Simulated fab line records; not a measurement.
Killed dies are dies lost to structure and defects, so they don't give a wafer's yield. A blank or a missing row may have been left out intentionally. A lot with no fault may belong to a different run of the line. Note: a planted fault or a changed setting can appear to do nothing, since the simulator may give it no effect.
Matching of chambers | flow n5 finfet | 4 sister chambers for N5_HKMG_FIN_ETCH_54 on rie diel-02
The step etches SiARC in CF4, target depth 45.5 nm, time 75.8 s. 14 wafers are shown with their chamber, then 7 later ones without.

## WAFERS PAIRED WITH THEIR CHAMBERS
wafer  | chamber | showerhead plenum p Torr (Torr) | oes product au (a.u.) | throttle valve pct (%)
L076.3 | 0       | 2.04                            | 0.60                  | 15.44
L076.4 | 3       | 2.18                            | 0.74                  | 15.42
L076.6 | 1       | 2.06                            | 0.64                  | 15.64
L090.3 | 3       | 2.17                            | 0.71                  | 15.47
L090.4 | 0       | 2.03                            | 0.59                  | 15.50
L090.5 | 0       | 2.03                            | 0.60                  | 15.51
L091.1 | 1       | 2.05                            | 0.62                  | 15.71
L091.2 | 0       | 2.03                            | 0.58                  | 15.49
L091.4 | 2       | 2.27                            | 0.77                  | 15.62
L092.2 | 3       | 2.17                            | 0.70                  | 15.49
L092.4 | 1       | 2.05                            | 0.61                  | 15.73
L092.5 | 3       | 2.17                            | 0.70                  | 15.48
L093.1 | 0       | 2.03                            | 0.58                  | 15.51
L093.4 | 1       | 2.05                            | 0.62                  | 15.72

SIGNATURES, as means of the wafers listed above
reading                  | chamber 0 | chamber 1 | chamber 2 | chamber 3 | scatter within a chamber
showerhead plenum p Torr | 2.0320    | 2.0525    | 2.2700    | 2.1725    | 0.0048
oes product au           | 0.5900    | 0.6225    | 0.7700    | 0.7125    | 0.014
throttle valve pct       | 15.4900   | 15.7000   | 15.6200   | 15.4650   | 0.0336
Rule: for each reading, subtract the chamber's mean from the wafer's reading, divide by that reading's scatter and square the result; add these up over the readings and take the root, which gives the wafer's distance from the chamber. The wafer belongs to the nearest chamber; if the next one is less than 2 further off, it can't be placed. The scatter: take each reading less its chamber's mean, square it, sum over the shown wafers, divide by the number of wafers less the number of chambers, and take the root.

## WAFERS MISSING THEIR CHAMBER
wafer  | showerhead plenum p Torr (Torr) | oes product au (a.u.) | throttle valve pct (%)
L093.5 | 2.17                            | 0.70                  | 15.49
L094.1 | 2.17                            | 0.70                  | 15.49
L094.2 | 2.05                            | 0.62                  | 15.73
L094.3 | 2.03                            | 0.59                  | 15.51
L097.4 | 2.26                            | 0.76                  | 15.63
L097.5 | 2.05                            | 0.61                  | 15.74
L097.6 | 2.26                            | 0.76                  | 15.62

## WHICH CHAMBER EACH ONE RAN IN
wafer  | from the rows above | in truth
L093.5 | 3                   | 3
L094.1 | 3                   | 3
L094.2 | 1                   | 1
L094.3 | 0                   | 0
L097.4 | 2                   | 2
L097.5 | 1                   | 1
L097.6 | 2                   | 2
Correctly placed: 7 of 7. Can't be placed from these rows: 0. Placed wrongly: 0.
